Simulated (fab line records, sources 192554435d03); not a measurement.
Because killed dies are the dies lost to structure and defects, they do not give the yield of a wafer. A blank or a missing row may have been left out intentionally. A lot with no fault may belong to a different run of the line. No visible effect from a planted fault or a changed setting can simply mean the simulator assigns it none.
A struck lot beside a sound one + flow n5-finfet + 21 out of 1938 route steps
Sound: the wafers L459.2, L459.4, L459.5. Struck: wafers L458.4, L458.5, L458.6. Last of all comes the cause.
Order at every step that has rows: each side's tool, ch and its chambers, its first start. Under that, the readings that differ: sound wafers + struck wafers + difference of the means + sigmas: that difference in standard deviations of wafers without a fault.
alike: readings whose means differ by less than 2 such deviations, and words and numbers that are the same on both sides. not compared: withheld readings, readings that some wafer has no value for, bounds like >300 that may hide the same value, and numbers for which the record gives no deviation and whose values overlap.
A row with sigmas, a row that says differs or no value, or rows on one side alone: a step with any of these is where the two part. When numbers do not overlap yet have no deviation, they are printed without sigmas and do not part them. Lack of a reading on every wafer of one side parts them only where that side has two or more wafers.

first, 7 steps without rows for these wafers: N5_BEOL_M13_COAT_22 (resist thk 300 nm); N5_BEOL_M13_EBR_24; N5_BEOL_M13_SOFTBAKE_23 (time 60 s); N5_BEOL_M13_EXPOSE_25 (exposes mask M13, target cd 210 nm); N5_BEOL_M13_PEB_26 (peb time 90 s); N5_BEOL_M13_DEVELOP_27 (develop time 45 s); N5_BEOL_M13_HARDBAKE_32 (time 120 s).
N5_BEOL_M13_CD_MEAS_28: the cd target is 209.5 nm.
  sound on cd-sem-01 ch 0, day 13 09:08; struck on cd-sem-02 ch 0, day 12 17:36
  alike: cd-nm
N5_BEOL_M13_OVL_MEAS_29:
  sound on overlay-01 ch 0, day 13 09:10; struck on overlay-02 ch 0, day 12 17:37
  alike: M13_OVL
N5_BEOL_M13_INSPECT_30: inspects for defects (macro).
  sound on defect-inspect-02 at day 13 09:12; struck on defect-inspect-02 at day 12 17:39
  alike: raw-defect-count
N5_BEOL_M13_DESCUM_33: chemistry O2, time 7.9 s.
  sound on rie-diel-01 ch 0,1, day 13 09:14; struck on rie-diel-02 ch 0,3, day 12 17:57
  alike: drypump-motor-current-A, oes-product-au, rf-vpp-V, showerhead-plenum-p-Torr, throttle-valve-pct
  not compared: rf-hours-counter-h
N5_BEOL_M13_ETCH_67: etches SiARC in CF4, target depth 143 nm, time 238.3 s.
  sound on rie-diel-01 ch 0,1, day 13 09:16; struck on rie-diel-02 ch 0,3, day 12 17:59
  alike: drypump-motor-current-A, etch-rf-on-time-s, oes-product-au, rf-vpp-V, showerhead-plenum-p-Torr, throttle-valve-pct
  not compared: rf-hours-counter-h
N5_BEOL_M13_ETCH_68: etches SOC in N2/H2, time 355 s.
  sound on rie-diel-01 ch 0,1, day 13 09:25; struck on rie-diel-02 ch 0,3, day 12 18:08
| reading                                     | sound           | struck            | difference | sigmas |
|---------------------------------------------|-----------------|-------------------|------------|--------|
| model.SiARC_of_BEOL_M13_COAT_66.thk-nm (nm) | 75.4 77.2 76.8  | 66.4 68 66.2      | -9.6       |        |
| model.BEOL_M13.cd-nm (nm)                   | 208.2 209.2 209 | 216.4 215.8 214.6 | +6.8       |        |
  alike: drypump-motor-current-A, oes-product-au, rf-vpp-V, showerhead-plenum-p-Torr, throttle-valve-pct
  not compared: rf-hours-counter-h
then, 1 step without rows for these wafers: N5_BEOL_M13_STRIP_69 (strips in N2/H2).
N5_BEOL_M13_TRENCH_ETCH_34: etches SiOC in C4F8/O2/Ar, target depth 413.47 nm, time 162.6 s.
  sound on rie-diel-01 ch 0,1, day 13 09:38; struck on rie-diel-02 ch 0,3, day 12 18:21
  alike: drypump-motor-current-A, oes-product-au, rf-vpp-V, showerhead-plenum-p-Torr, throttle-valve-pct
  not compared: rf-hours-counter-h
then, 1 step without rows for these wafers: N5_BEOL_M13_STRIP_70 (strips in C4F8/O2/Ar).
N5_BEOL_M13_OCD_MEAS_35:
  sound on ocd-02 at day 13 09:49; struck on ocd-01 at day 12 18:32
  alike: trench-depth-nm
N5_BEOL_M13_STRIP_37: strips in N2/H2.
  sound on plasma-asher-01 ch 1, day 13 09:51; struck on plasma-asher-01 ch 0,1, day 12 18:35
  alike: drypump-motor-current-A, heater-power-w, oes-product-au
  not compared: rf-hours-counter-h
N5_BEOL_M13_ETCH_38: etches SiCN in CF4/N2, target depth 67.5 nm, time 71.9 s.
  sound on rie-diel-05 ch 1,2, day 13 14:12; struck on rie-diel-01 ch 1,2, day 12 18:50
| reading                   | sound             | struck            | difference | sigmas |
|---------------------------|-------------------|-------------------|------------|--------|
| throttle-valve-pct (%)    | 15.88 15.56 15.89 | 15.32 15.31 15.74 | -0.32      | -2     |
| model.BEOL_M13.cd-nm (nm) | 208.2 209.2 209   | 216.4 215.6 214.6 | +6.7       |        |
  alike: drypump-motor-current-A, oes-product-au, rf-vpp-V, showerhead-plenum-p-Torr
  not compared: rf-hours-counter-h
then, 2 steps without rows for these wafers: N5_BEOL_M13_PRECLEAN_39 (cleans in residue remover, time 60 s); N5_PASSIVATION_PROBE_49.

== WHERE THEY PART ==
Within this record, at N5_BEOL_M13_ETCH_38 only.

WHY: what had been put in by the simulator
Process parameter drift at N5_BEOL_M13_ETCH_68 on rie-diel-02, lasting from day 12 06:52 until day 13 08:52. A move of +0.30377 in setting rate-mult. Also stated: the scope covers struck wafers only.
